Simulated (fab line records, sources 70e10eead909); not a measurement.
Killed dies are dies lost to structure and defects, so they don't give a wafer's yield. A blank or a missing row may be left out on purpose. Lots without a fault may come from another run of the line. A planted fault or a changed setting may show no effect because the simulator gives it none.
Problem report in the 8D (eight disciplines) form, filled by code | flow nand_harc | the parts of the form that need people (team, actions taken, sign-off) are left out

1. THE PROBLEM
killed_dies at NHARC_END_SORT_01 reads a mean of 677 on 2 wafers of 1 lot; wafers without a fault read 58 with a standard deviation of 16. That is +39 standard deviations from the usual mean.
First seen on wafer L842.2, day 28 06:05, on prober-01. The record holds 3 wafers of 1 lot with a number at this step. Rule for "out", or "out of limits": more than 4 standard deviations from the usual mean. The other wafers with a number count as sound.

2. WHAT IT IS AND WHAT IT IS NOT
question                    | is                           | is not
which readings at this step | killed_dies, killed_at_array | killed_at_other, killed_at_periphery, killed_open, killed_short
which lots                  | L842                         | -
which wafers of those lots  | L842.2, L842.5               | L842.4
read on which gauges        | prober-01                    | -
when                        | from day 28 06:05            | up to then (0 sound wafers); but 1 sound wafer of L842 came after

3. SUSPECTS, AND WHAT RULES EACH OUT
Counting: a tool at a process step up to the reading stays a suspect if it ran every lot that is out. Sound lots after the first of them don't rule it out here, since some wafers of a struck lot are sound.
- the gauge at NHARC_END_SORT_01: kept. All the wafers that are out were read on prober-01, and no step on other tools shows them out.
- ald_metal-04 at NHARC_A_CONTACT_ALD_18 (deposits TiN, target thk 3 nm, pulse time 1 s, ald cycles 150): kept. It ran the lot that is out, L842 (day 26 02:16).
- cmp-03 at NHARC_A_CONTACT_CMP_20 (polishes, t overpolish 30 s, target thk 300 nm): kept. It ran the lot that is out, L842 (day 26 03:19).
- pvd_sputter-01 at NHARC_A_BLC_PVD_32 (deposits Ti, target thk 5 nm, time 17.7 s): kept. It ran the lot that is out, L842 (day 26 06:06). NHARC_A_BLC_PVD_32 gives no start for some lots, so the hours and the order of its lots are those of NHARC_A_BLC_ALD_23.
- ald_metal-04 at NHARC_A_BLC_ALD_23 (deposits TiN, target thk 3 nm, pulse time 1 s, ald cycles 150): kept. It ran the lot that is out, L842 (day 26 06:06).
- Within ald_metal-04 at NHARC_A_CONTACT_ALD_18: the wafers that are out ran in chambers 0, 2; their sound lot-mates ran in chamber 3.
- Within ald_metal-04 at NHARC_A_BLC_ALD_23: the wafers that are out ran in chamber 1; their sound lot-mates ran in chamber 0.
Left after counting: ald_metal-04 at NHARC_A_CONTACT_ALD_18, cmp-03 at NHARC_A_CONTACT_CMP_20, pvd_sputter-01 at NHARC_A_BLC_PVD_32, ald_metal-04 at NHARC_A_BLC_ALD_23, prober-01 at NHARC_END_SORT_01.

4. THE CAUSE (what the simulator had put in)
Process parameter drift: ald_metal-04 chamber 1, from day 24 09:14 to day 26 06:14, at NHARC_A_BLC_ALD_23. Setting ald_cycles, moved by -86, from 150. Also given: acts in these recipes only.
Counting left 5 suspects, and this tool is among them.

5. THE CHAIN OF EFFECTS, in route order
Each row: a reading whose mean over the struck wafers that have a number lies more than 3 standard deviations from the usual. Only readings for which the record gives a usual standard deviation are gone through. hours: the time from each lot's start at the first step in this table that gives one to its start at this step, as a median over the lots. sigmas: the change in usual standard deviations.
hours | step              | reading         | usual | on struck wafers | change | sigmas
0     | NHARC_END_SORT_01 | killed_at_array | 54    | 676              | +622   | +37
0     | NHARC_END_SORT_01 | killed_dies     | 58    | 677              | +619   | +39

6. WHAT WOULD HAVE CAUGHT IT SOONER
In this record the first reading out of limits at a measuring or inspecting step was taken at day 28 06:05, 93 hours after the fault began at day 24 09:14.
Of the tool readings at NHARC_A_BLC_ALD_23 for which the record gives a usual standard deviation, none was out on any struck wafer, so an alarm limit of 4 standard deviations on them would not have fired.
All the lots that are out (1) had begun NHARC_A_BLC_ALD_23 on ald_metal-04 by day 28 06:05. A hold on the tool at that time would have spared none of them.
